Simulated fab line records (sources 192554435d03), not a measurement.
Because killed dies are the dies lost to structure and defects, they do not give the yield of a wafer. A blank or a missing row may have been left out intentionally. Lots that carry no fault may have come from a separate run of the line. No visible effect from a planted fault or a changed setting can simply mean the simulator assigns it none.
Matching of chambers | flow n5-finfet | rie-diel-03 running N5_MOL_CONTACT_COAG_DESCUM_13: 4 sister chambers
The step chemistry O2, time 7 s. 14 wafers are shown with their chamber, then 7 later ones without.

## EACH WAFER AND ITS CHAMBER
wafer  | chamber | drypump-motor-current-A (A) | showerhead-plenum-p-Torr (Torr) | throttle-valve-pct (%)
L074.3 | 0       | 5.08                        | 2.17                            | 20.31
L074.4 | 2       | 5.72                        | 2.13                            | 20.13
L074.5 | 3       | 5.93                        | 2.06                            | 20.04
L078.1 | 2       | 5.72                        | 2.13                            | 20.12
L078.5 | 1       | 5.22                        | 2.05                            | 20.46
L078.6 | 0       | 5.08                        | 2.16                            | 20.29
L086.1 | 2       | 5.72                        | 2.12                            | 20.15
L086.3 | 1       | 5.25                        | 2.05                            | 20.49
L086.4 | 0       | 5.05                        | 2.16                            | 20.33
L087.1 | 2       | 5.70                        | 2.12                            | 20.18
L087.2 | 1       | 5.23                        | 2.05                            | 20.50
L087.3 | 3       | 5.92                        | 2.05                            | 20.07
L089.2 | 0       | 5.09                        | 2.16                            | 20.34
L089.5 | 3       | 5.95                        | 2.05                            | 20.08

SIGNATURES, as means of the wafers listed above
reading                  | chamber 0 | chamber 1 | chamber 2 | chamber 3 | scatter within a chamber
drypump-motor-current-A  | 5.0750    | 5.2333    | 5.7150    | 5.9333    | 0.0146
showerhead-plenum-p-Torr | 2.1625    | 2.0500    | 2.1250    | 2.0533    | 0.00492
throttle-valve-pct       | 20.3175   | 20.4833   | 20.1450   | 20.0633   | 0.023
Rule: a wafer's distance from a chamber is the root of the sum, over the readings, of the square of ((its reading less the chamber's mean) divided by the reading's scatter). The wafer belongs to the nearest chamber; if the next one is less than 2 further off, it can't be placed. The scatter is the square root of a quotient: the sum, over the shown wafers, of each reading's squared deviation from its chamber's mean, divided by wafers minus chambers.

## WAFERS WHOSE CHAMBER IS MISSING
wafer  | drypump-motor-current-A (A) | showerhead-plenum-p-Torr (Torr) | throttle-valve-pct (%)
L089.6 | 5.09                        | 2.16                            | 20.35
L093.3 | 5.70                        | 2.11                            | 20.19
L093.5 | 5.90                        | 2.04                            | 20.10
L093.6 | 5.08                        | 2.15                            | 20.36
L095.1 | 5.22                        | 2.04                            | 20.51
L095.2 | 5.71                        | 2.11                            | 20.22
L095.4 | 5.71                        | 2.11                            | 20.19

## EACH ONE'S CHAMBER
wafer  | from the rows above | in truth
L089.6 | 0                   | 0
L093.3 | 2                   | 2
L093.5 | 3                   | 3
L093.6 | 0                   | 0
L095.1 | 1                   | 1
L095.2 | 2                   | 2
L095.4 | 2                   | 2
Correctly placed: 7 of 7. Number that these rows cannot place: 0. Number placed wrongly: 0.
